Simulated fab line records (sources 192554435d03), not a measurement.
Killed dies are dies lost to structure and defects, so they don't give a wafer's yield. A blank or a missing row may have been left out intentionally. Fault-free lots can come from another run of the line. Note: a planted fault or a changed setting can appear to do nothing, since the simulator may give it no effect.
Which tool did it? | flow n5-finfet | 26 wafers sampled from 9 lots at 1 step of a route of 1938

## WHAT EACH GAUGE READ, for each wafer
N5_BEOL_M4_RC_MEAS_101.
lot  | measured     | on        | DIBL_N (mV/V)  | DIBL_P (mV/V)  | IOFF_N (nA/um) | IOFF_P (nA/um) | ION_N (uA/um) | ION_P (uA/um) | SS_N (mV/dec)  | SS_P (mV/dec)  | VT_N (mV)   | VT_P (mV)
L640 | day 8 00:44  | prober-01 | 37.3 35.4      | 37.3 35.0      | 0.17 0.14      | 0.21 0.19      | 674 667       | 461 454       | 71.5 71.6      | 73.2 72.4      | 251 251     | -254 -253
L644 | day 9 03:22  | prober-01 | 38.7 36.1 33.1 | 39.3 35.5 32.3 | 0.21 0.16 0.12 | 0.26 0.19 0.16 | 690 675 662   | 471 459 452   | 72.2 72.4 71.2 | 74.5 73.7 72.1 | 245 249 252 | -249 -251 -253
L652 | day 11 13:40 | prober-02 | 35.7 32.8 36.7 | 35.0 31.4 34.6 | 0.15 0.11 0.16 | 0.19 0.15 0.19 | 671 670 669   | 464 458 457   | 70.9 70.7 71.8 | 72.2 72.1 72.8 | 248 253 249 | -250 -254 -250
L655 | day 11 22:24 | prober-01 | 36.0 37.0 34.2 | 37.5 38.6 34.9 | 0.18 0.19 0.15 | 0.24 0.25 0.19 | 687 691 694   | 470 475 480   | 71.2 71.3 71.1 | 73.3 73.8 72.6 | 246 246 249 | -246 -247 -250
L654 | day 12 00:31 | prober-01 | 35.9 34.5 33.3 | 34.9 34.9 32.4 | 0.14 0.14 0.10 | 0.17 0.17 0.15 | 670 656 632   | 458 452 438   | 71.9 71.3 71.4 | 73.3 74.0 73.3 | 253 248 254 | -257 -256 -259
L656 | day 12 02:56 | prober-02 | 37.0 37.4 36.6 | 38.5 38.1 36.9 | 0.17 0.20 0.17 | 0.24 0.23 0.22 | 661 697 686   | 456 478 464   | 72.0 71.2 70.7 | 73.5 73.8 72.4 | 246 243 248 | -249 -251 -250
L660 | day 13 02:10 | prober-02 | 35.9 32.9 33.8 | 36.9 32.5 31.9 | 0.17 0.12 0.12 | 0.28 0.19 0.18 | 684 663 656   | 476 462 454   | 71.5 70.3 70.8 | 74.2 72.6 72.2 | 249 255 252 | -243 -249 -251
L661 | day 13 18:15 | prober-01 | 37.4 33.0 37.6 | 40.0 33.5 40.5 | 0.21 0.14 0.22 | 0.26 0.17 0.25 | 678 679 692   | 458 467 470   | 71.8 71.5 72.9 | 74.5 72.5 74.6 | 242 249 244 | -250 -254 -249
L662 | day 13 18:21 | prober-02 | 36.0 35.7 35.6 | 37.0 36.7 37.8 | 0.18 0.18 0.19 | 0.25 0.25 0.28 | 684 693 700   | 464 475 491   | 71.0 71.2 71.5 | 73.4 73.6 74.2 | 245 244 245 | -248 -245 -245

## TOOL THAT RAN EACH LOT (tool first, then ch and the chambers of the sampled wafers, then the start)
The record shows no process step preceding these readings.

## WHAT THE TOOLS THEMSELVES READ (means of the sampled wafers that have a number; where no wafer has one, the mark that the record gives instead)
The record holds no such reading with a usual standard deviation.

## THE ANSWER, worked out from the rows above alone
Rule: the lots themselves supply what counts as usual. Put in order of their means at a reading, lots are off if they are a third of the lots or fewer, leave a main group of 4 or more, and stand apart from it by a gap of 3 or more times the standard deviation of the main group's means; of several such gaps the widest counts. A main group whose means are all the same, to the digits that the tables above print for the reading, isn't used. Also off: a lot with no number at a reading for which 4 or more lots have one. Any other lot the step has rows for is counted as sound. Order of review: gauges by route order, followed by the tools' own readings, for which a lot's mean as printed above is used. The first step at which some lot is off is used, and at that step the reading that is off furthest; a lot without a number counts as furthest.
No lot is off on any of the readings shown, so nothing can be concluded from this.

## WHAT WAS PUT IN BY THE SIMULATOR
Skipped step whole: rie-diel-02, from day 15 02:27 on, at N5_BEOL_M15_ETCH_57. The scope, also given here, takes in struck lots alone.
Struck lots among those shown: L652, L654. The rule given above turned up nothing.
